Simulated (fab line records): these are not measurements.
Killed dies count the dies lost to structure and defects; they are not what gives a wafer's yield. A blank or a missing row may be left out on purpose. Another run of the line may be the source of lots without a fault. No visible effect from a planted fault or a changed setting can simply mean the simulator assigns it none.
Which tool did it? ; flow nandHarc ; at 1 step of a route of 1302, 12 lots with 36 wafers sampled

## WHAT THE GAUGES SHOWED, per wafer
NHARC_P_M1_INSPECT_11.
lot;measured;on;rawDefectCount
L075;day 6 14:14;defectInspect-01;9 8 6
L077;day 7 06:37;defectInspect-01;7 3 4
L079;day 8 04:30;defectInspect-02;3 5 3
L081;day 9 06:17;defectInspect-02;6 8 13
L083;day 10 05:27;defectInspect-02;1 2 3
L085;day 10 21:11;defectInspect-01;2 3 1
L087;day 11 21:47;defectInspect-02;1 3 4
L088;day 12 11:02;defectInspect-02;7 7 9
L091;day 13 06:38;defectInspect-02;5 1 6
L092;day 13 23:01;defectInspect-02;5 5 6
L095;day 15 05:34;defectInspect-02;4 6 5
L096;day 15 20:59;defectInspect-01;1 4 5

## TOOL THAT RAN EACH LOT (tool first, then ch and the chambers of the sampled wafers, then the start)
The record shows no process step preceding these readings.

## THE ANSWER, worked out from the rows above alone
Rule: the lots themselves supply what counts as usual. The widest of any qualifying gaps counts: lots, ordered by their means at a reading, are off when they make up no more than a third of the lots, leave a main group of 4 or more, and stand apart from it by 3 or more times the standard deviation of that group's means. Not used: any main group whose means are identical at the precision the tables above print for the reading. A lot without any number at a reading at which 4 lots or more have one is off too. Where the step has rows for the other lots, those lots are counted as sound.
None of the lots is off at any reading shown; this tells nothing.

## WHAT THE SIMULATOR HAD INSERTED
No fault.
